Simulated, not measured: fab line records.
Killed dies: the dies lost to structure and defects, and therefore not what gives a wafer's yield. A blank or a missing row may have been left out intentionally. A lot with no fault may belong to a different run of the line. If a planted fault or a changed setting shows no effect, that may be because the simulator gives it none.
What tool caused it? + flow nandHarc + 6 lots with 18 wafers sampled at 5 steps, on a route of 1302 steps

WHAT THE GAUGES READ, wafer by wafer
NHARC_A_SGD_CUT_OVL_MEAS_10.
| lot  | measured     | on         | overlayXNm (nm) |
|------|--------------|------------|-----------------|
| L807 | day 19 16:00 | overlay-01 | -0.6 0.2 0.3    |
| L808 | day 20 23:05 | overlay-02 | 0.6 -0.1 0.5    |
| L809 | day 21 03:18 | overlay-01 | 1.1 1.4 1.7     |
| L820 | day 25 12:35 | overlay-02 | 12.0 11.8 11.6  |
| L824 | day 26 16:22 | overlay-01 | 0.8 0.9 0.7     |
| L828 | day 28 18:19 | overlay-02 | -0.1 0.1 0.4    |

TOOL THAT RAN EACH LOT (tool first, then ch and the chambers of the sampled wafers, then the start)
| lot  | NHARC_A_STAIRCASE_ETCH_444        | NHARC_A_STAIRCASE_ETCHBACK_157    | NHARC_A_STAIRCASE_CMP_472     | NHARC_A_SGD_CUT_EXPOSE_06         |
|------|-----------------------------------|-----------------------------------|-------------------------------|-----------------------------------|
| L807 | rieDiel-08 ch 0,2,3, day 19 08:31 | rieDiel-10 ch 0,3, day 19 14:05   | cmp-04 ch 0,1,2, day 19 14:40 | arfiScanner-03 ch 0, day 19 15:46 |
| L808 | rieDiel-07 ch 1,3, day 20 14:44   | rieDiel-10 ch 2,3, day 20 21:12   | cmp-01 ch 0,2,3, day 20 21:52 | arfiScanner-03 ch 0, day 20 22:51 |
| L809 | rieDiel-08 ch 0,1, day 20 19:12   | rieDiel-08 ch 1,2, day 21 01:35   | cmp-04 ch 1,2, day 21 02:12   | arfiScanner-03 ch 0, day 21 03:05 |
| L820 | rieDiel-08 ch 0,1, day 25 01:56   | rieDiel-10 ch 1,2,3, day 25 10:55 | cmp-03 ch 1,2,3, day 25 11:31 | arfiScanner-03 ch 0, day 25 12:21 |
| L824 | rieDiel-10 ch 1,2, day 26 09:04   | rieDiel-10 ch 0,1,2, day 26 14:38 | cmp-03 ch 2,3, day 26 15:08   | arfiScanner-02 ch 0, day 26 16:09 |
| L828 | rieDiel-10 ch 0,2,3, day 28 10:56 | rieDiel-10 ch 1,3, day 28 16:34   | cmp-03 ch 0,3, day 28 17:05   | arfiScanner-01 ch 0, day 28 18:05 |
- NHARC_A_STAIRCASE_ETCH_444: etches the open film in C4F8/O2, target depth 20400 nm, time 6800 s.
- NHARC_A_STAIRCASE_ETCHBACK_157: etches the open film in CH3F/O2, target depth 90 nm, time 167.14 s.
- NHARC_A_STAIRCASE_CMP_472: polishes SiO2.
- NHARC_A_SGD_CUT_EXPOSE_06: exposes mask SGD.

THE ANSWER, worked out from the rows above alone
Rule: the lots themselves supply what counts as usual. The widest of any qualifying gaps counts: lots, ordered by their means at a reading, are off when they make up no more than a third of the lots, leave a main group of 4 or more, and stand apart from it by 3 or more times the standard deviation of that group's means. Not used: any main group whose means are identical at the precision the tables above print for the reading. A lot without any number at a reading at which 4 lots or more have one is off too. Any other lot the step has rows for is counted as sound.
Off, at NHARC_A_SGD_CUT_OVL_MEAS_10 on overlayXNm: L820. Mean 0.5 nm and standard deviation 0.52 in the main group.
If a tool, at a process step before that reading, ran all the lots that are off and no sound lot after the first of them, it fits. Those tools and the gauges at NHARC_A_SGD_CUT_OVL_MEAS_10 are tried in the same way. Undecided on this evidence; 2 tools fit (rieDiel-08 at NHARC_A_STAIRCASE_ETCH_444, arfiScanner-03 at NHARC_A_SGD_CUT_EXPOSE_06).

WHAT WAS PUT IN BY THE SIMULATOR
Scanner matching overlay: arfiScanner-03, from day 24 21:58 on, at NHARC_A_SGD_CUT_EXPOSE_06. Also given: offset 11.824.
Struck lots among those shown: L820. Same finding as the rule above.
